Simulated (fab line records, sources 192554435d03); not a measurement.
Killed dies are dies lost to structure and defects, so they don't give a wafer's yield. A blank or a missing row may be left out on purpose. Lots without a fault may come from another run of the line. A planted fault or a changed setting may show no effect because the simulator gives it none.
Split-lot experiment | flow n5_finfet | 7 lots, 39 wafers read, on a route of 1938 steps

THE SPLIT
At N5_BEOL_M12_DEP_53 (deposits SiCN from 3MS/NH3, target thk 30 nm, time 10.5 s), the setting target_thk_a was moved away from the recipe's 300 angstrom on 15 of the 39 wafers read, by -56.8% to +51.1%. The other wafers ran this setting at the recipe's value.

The reading is taken at the split's own step.

THE READING
SiCN_of_BEOL_M12_DEP_53.thk_nm (the simulator's own value, which no gauge read), in nm, at N5_BEOL_M12_DEP_53 (deposits SiCN from 3MS/NH3, target thk 30 nm, time 10.5 s). The file gives no usual value for it. The 24 wafers here that ran the recipe average 30.0 nm, standard deviation 0.46 nm.

wafer  | tool, chamber at the split | target_thk_a as run, angstrom | against the recipe | SiCN_of_BEOL_M12_DEP_53.thk_nm, nm | against lot-mates on the recipe
L074.1 | pecvd-02, 1                | 300                           | recipe             | 29.6                               | -
L074.2 | pecvd-02, 2                | 300                           | recipe             | 29.4                               | -
L074.3 | pecvd-02, 0,2              | 300                           | recipe             | 29.8                               | -
L074.5 | pecvd-02, 0,2              | 300                           | recipe             | 29.8                               | -
L074.4 | pecvd-02, 0                | 300                           | recipe             | 30                                 | -
L074.6 | pecvd-02, 1                | 300                           | recipe             | 30.2                               | -
L076.1 | pecvd-03, 0,2              | 300                           | recipe             | 30                                 | -
L076.6 | pecvd-03, 0,2              | 300                           | recipe             | 30                                 | -
L076.2 | pecvd-03, 1                | 300                           | recipe             | 29.4                               | -
L076.3 | pecvd-03, 2,1              | 129.7                         | -56.8%             | 13                                 | -16.8
L076.5 | pecvd-03, 2,1              | 129.7                         | -56.8%             | 13                                 | -16.8
L076.4 | pecvd-03, 0                | 129.7                         | -56.8%             | 12.6                               | -17.2
L083.1 | pecvd-03, 2                | 243.4                         | -18.9%             | 24.4                               | -5.0
L083.2 | pecvd-03, 0,1              | 300                           | recipe             | 29.2                               | -
L083.3 | pecvd-03, 0,1              | 300                           | recipe             | 29.2                               | -
L083.4 | pecvd-03, 1                | 243.4                         | -18.9%             | 24.2                               | -5.2
L083.5 | pecvd-03, 2                | 243.4                         | -18.9%             | 24.6                               | -4.8
L083.6 | pecvd-03, 0                | 300                           | recipe             | 29.8                               | -
L088.1 | pecvd-02, 0,2              | 300                           | recipe             | 30.4                               | -
L088.4 | pecvd-02, 0,2              | 300                           | recipe             | 30.4                               | -
L088.6 | pecvd-02, 1                | 300                           | recipe             | 31                                 | -
L087.1 | pecvd-02, 1                | 137.1                         | -54.3%             | 13.8                               | -16.3
L087.2 | pecvd-02, 0,2              | 300                           | recipe             | 29.8                               | -
L087.5 | pecvd-02, 0,2              | 300                           | recipe             | 29.8                               | -
L087.3 | pecvd-02, 2                | 137.1                         | -54.3%             | 13.4                               | -16.7
L087.4 | pecvd-02, 0                | 137.1                         | -54.3%             | 14                                 | -16.1
L087.6 | pecvd-02, 1                | 300                           | recipe             | 30.6                               | -
L093.1 | pecvd-02, 0                | 300                           | recipe             | 30                                 | -
L093.2 | pecvd-02, 2                | 453.3                         | +51.1%             | 45.2                               | +15.1
L093.5 | pecvd-02, 2                | 453.3                         | +51.1%             | 45.2                               | +15.1
L093.3 | pecvd-02, 1                | 300                           | recipe             | 29.6                               | -
L093.4 | pecvd-02, 1                | 453.3                         | +51.1%             | 45.6                               | +15.5
L093.6 | pecvd-02, 0                | 300                           | recipe             | 30.6                               | -
L097.1 | pecvd-02, 0                | 300                           | recipe             | 30.4                               | -
L097.2 | pecvd-02, 2,1              | 449.5                         | +49.8%             | 44.6                               | +14.2
L097.3 | pecvd-02, 2,1              | 449.5                         | +49.8%             | 44.6                               | +14.2
L097.4 | pecvd-02, 1                | 449.5                         | +49.8%             | 45.4                               | +15.0
L097.5 | pecvd-02, 0                | 300                           | recipe             | 30.6                               | -
L097.6 | pecvd-02, 2                | 300                           | recipe             | 30.2                               | -
Where a row lists several chambers, the file gives one row for several wafers and doesn't say which wafer went through which chamber.

THE FIT
A straight line over all 39 wafers: SiCN_of_BEOL_M12_DEP_53.thk_nm changes by +0.3 nm for each +1% of target_thk_a; r = +1.00; the points scatter about the line by 0.41 nm.
The same after taking each lot's own level away (the mean of its wafers on the recipe; 39 wafers): +0.296 nm for each +1%; r = +1.00; scatter 0.35 nm.
On that fit, the largest move of target_thk_a shifts the reading by 17 nm.
The lots' own levels span 29.40 to 30.60 nm, that is 2.6 times the standard deviation above.
So the lot-to-lot level changes the slope little: the two slopes agree.
Check: with one of the wafers moved furthest among these (-56.8%) left out of the fit, the line predicts -16.8 nm for it against its lot-mates. It came out at -16.8 nm against them.

OTHER SPLITS ON THESE WAFERS
These wafers also went through other splits before the reading. Each is held against what the fit with the lots' levels taken away leaves over:
other split on the same wafers      | wafers away from the commonest value | r with SiCN_of_BEOL_M12_DEP_53.thk_nm (lot level and that fit taken away)
N5_BEOL_M4_DESCUM_16 time_s         | 15                                   | +0.11
N5_BEOL_M8_DESCUM_33 time_s         | 12                                   | +0.23
N5_BEOL_M11_ILD_DEP_00 target_thk_a | 18                                   | -0.07

THE FILE'S OWN FIT
SiCN_of_BEOL_M12_DEP_53.thk_nm changes by +0.296 nm for each +1% of target_thk_a, r = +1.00.
